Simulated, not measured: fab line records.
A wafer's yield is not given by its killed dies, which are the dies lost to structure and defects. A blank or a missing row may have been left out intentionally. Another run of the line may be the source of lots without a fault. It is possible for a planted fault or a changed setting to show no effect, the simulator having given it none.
What tool caused it? :: flow nand harc :: Sampling: 6 lots, 18 wafers, 4 of 1302 route steps

## WHAT THE GAUGES SHOWED, per wafer
NHARC_A_BLC_OVL_MEAS_11.
lot: L256
measured: day 23 00:03
on: overlay-01
overlay x nm (nm): -0.3 -0.2 -0.1

lot: L258
measured: day 23 21:01
on: overlay-01
overlay x nm (nm): 0.4 0.1 0.2

lot: L263
measured: day 25 17:59
on: overlay-01
overlay x nm (nm): 0.0 0.8 0.7

lot: L266
measured: day 26 21:42
on: overlay-01
overlay x nm (nm): 0.8 0.7 0.8

lot: L273
measured: day 30 00:04
on: overlay-02
overlay x nm (nm): 3.7 3.9 3.7

lot: L278
measured: day 31 15:52
on: overlay-02
overlay x nm (nm): -0.3 0.3 0.4

## WHAT TOOL EACH LOT RAN ON (gives the tool, then ch and the chambers of the sampled wafers, and finally the start)
lot: L256
NHARC_A_CONTACT_ETCH_138: har cap etch-02 ch 0,1, day 22 19:33
NHARC_A_CONTACT_ETCH_98: rie diel-02 ch 0,1,3, day 22 20:36 or earlier
NHARC_A_BLC_EXPOSE_07: arfi scanner-02 ch 0, day 22 23:50

lot: L258
NHARC_A_CONTACT_ETCH_138: har cap etch-03 ch 0,1, day 23 16:57
NHARC_A_CONTACT_ETCH_98: rie diel-01 ch 0,1,3, day 23 18:00 or earlier
NHARC_A_BLC_EXPOSE_07: arfi scanner-02 ch 0, day 23 20:48

lot: L263
NHARC_A_CONTACT_ETCH_138: har cap etch-03 ch 1, day 25 14:02
NHARC_A_CONTACT_ETCH_98: rie diel-02 ch 1,2, day 25 15:05 or earlier
NHARC_A_BLC_EXPOSE_07: arfi scanner-01 ch 0, day 25 17:46

lot: L266
NHARC_A_CONTACT_ETCH_138: har cap etch-02 ch 0,1, day 26 17:40
NHARC_A_CONTACT_ETCH_98: rie diel-02 ch 0,1, day 26 18:43 or earlier
NHARC_A_BLC_EXPOSE_07: arfi scanner-03 ch 0, day 26 21:28

lot: L273
NHARC_A_CONTACT_ETCH_138: har cap etch-03 ch 0,1, day 29 18:49
NHARC_A_CONTACT_ETCH_98: rie diel-01 ch 0,2,3, day 29 19:52 or earlier
NHARC_A_BLC_EXPOSE_07: arfi scanner-03 ch 0, day 29 23:50

lot: L278
NHARC_A_CONTACT_ETCH_138: har cap etch-03 ch 0,1, day 31 11:37
NHARC_A_CONTACT_ETCH_98: rie diel-02 ch 1,2, day 31 12:50 or earlier
NHARC_A_BLC_EXPOSE_07: arfi scanner-01 ch 0, day 31 15:38
- NHARC_A_CONTACT_ETCH_138: etches the open film in C4F8/O2/Ar, time 311 s, target depth 1914 nm.
- NHARC_A_CONTACT_ETCH_98: etches the open film in C4F6/O2, target depth 20 nm, time 10 s.
- NHARC_A_BLC_EXPOSE_07: exposes mask A BLC, target cd 100 nm.

## THE ANSWER, worked out from the rows above alone
Rule: the usual values come from the lots themselves. Put in order of their means at a reading, lots are off if they are a third of the lots or fewer, leave a main group of 4 or more, and stand apart from it by a gap of 3 or more times the standard deviation of the main group's means; of several such gaps the widest counts. If all means in a main group match to the digits the tables above print for the reading, that group is not used. A lot without any number at a reading at which 4 lots or more have one is off too. The other lots that the step has rows for count as sound.
Off, at NHARC_A_BLC_OVL_MEAS_11 on overlay x nm: L273. Mean 0.3 nm and standard deviation 0.33 in the main group.
If a tool, at a process step before that reading, ran all the lots that are off and no sound lot after the first of them, it fits. The gauges at NHARC_A_BLC_OVL_MEAS_11 are tried like those tools. With no start given for some of its lots, NHARC_A_CONTACT_ETCH_98 uses the hours and lot order of NHARC_A_CONTACT_CD_MEAS_15. This does not decide it: 2 tools fit, namely rie diel-01 at NHARC_A_CONTACT_ETCH_98 and arfi scanner-03 at NHARC_A_BLC_EXPOSE_07.

## WHAT THE SIMULATOR HAD PUT IN
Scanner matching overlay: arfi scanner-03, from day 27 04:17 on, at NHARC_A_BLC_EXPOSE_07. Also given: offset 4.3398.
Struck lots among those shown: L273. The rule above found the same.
